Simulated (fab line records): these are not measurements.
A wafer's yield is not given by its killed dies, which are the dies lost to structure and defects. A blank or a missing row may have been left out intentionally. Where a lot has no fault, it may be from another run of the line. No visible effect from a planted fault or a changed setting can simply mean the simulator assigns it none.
Chamber matching :: flow nand-harc :: NHARC_P_M2_CMP_23 on cmp-04: 4 sister chambers
The step polishes, t overpolish 20 s, target thk 144.3 nm. 8 wafers are shown with their chamber, then 9 later ones without.

## WAFERS, EACH WITH ITS CHAMBER
wafer: L090.5
chamber: 2
motor-current-A (A): 13.8
time-to-endpoint-s (s): 29

wafer: L091.5
chamber: 2
motor-current-A (A): 13.7
time-to-endpoint-s (s): 33

wafer: L092.2
chamber: 3
motor-current-A (A): 11.6
time-to-endpoint-s (s): 30

wafer: L092.5
chamber: 1
motor-current-A (A): 12.0
time-to-endpoint-s (s): 27

wafer: L092.6
chamber: 0
motor-current-A (A): 12.0
time-to-endpoint-s (s): 31

wafer: L093.1
chamber: 1
motor-current-A (A): 11.3
time-to-endpoint-s (s): 26

wafer: L093.2
chamber: 0
motor-current-A (A): 11.6
time-to-endpoint-s (s): 32

wafer: L093.5
chamber: 3
motor-current-A (A): 12.4
time-to-endpoint-s (s): 30

## WAFERS WHOSE CHAMBER IS MISSING
wafer: L095.1
motor-current-A (A): 14.3
time-to-endpoint-s (s): 25

wafer: L095.2
motor-current-A (A): 12.2
time-to-endpoint-s (s): 30

wafer: L095.4
motor-current-A (A): 11.5
time-to-endpoint-s (s): 29

wafer: L096.2
motor-current-A (A): 14.4
time-to-endpoint-s (s): 31

wafer: L096.4
motor-current-A (A): 11.7
time-to-endpoint-s (s): 33

wafer: L096.6
motor-current-A (A): 14.1
time-to-endpoint-s (s): 30

wafer: L097.3
motor-current-A (A): 11.8
time-to-endpoint-s (s): 28

wafer: L097.4
motor-current-A (A): 11.8
time-to-endpoint-s (s): 31

wafer: L097.5
motor-current-A (A): 11.7
time-to-endpoint-s (s): 32

## WHICH CHAMBER EACH WENT THROUGH
wafer: L095.1
from the rows above: 2
in truth: 2

wafer: L095.2
from the rows above: can't be placed: 3 or 0
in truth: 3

wafer: L095.4
from the rows above: can't be placed: 3 or 1 or 0
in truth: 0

wafer: L096.2
from the rows above: 2
in truth: 2

wafer: L096.4
from the rows above: can't be placed: 0 or 3
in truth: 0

wafer: L096.6
from the rows above: 2
in truth: 2

wafer: L097.3
from the rows above: can't be placed: 1 or 3 or 0
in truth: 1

wafer: L097.4
from the rows above: can't be placed: 0 or 3
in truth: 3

wafer: L097.5
from the rows above: can't be placed: 0 or 3
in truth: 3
3 of 9 placed correctly. Unplaceable from these rows: 6, with the true chamber sitting among the candidates in 6. Placed wrongly: 0.
How it was worked out, from the rows above alone: a wafer's distance from a chamber is the root of the sum, over the readings, of the square of ((its reading less the chamber's mean) divided by the reading's scatter). If the next closest chamber is less than 2 further off than the closest, the wafer can't be placed; otherwise it belongs to the closest. For every chamber, the mean is computed from those of its wafers that are shown. The scatter: the root of (the sum of the squares of (reading less its chamber's mean) over the shown wafers, divided by (wafers less chambers)).
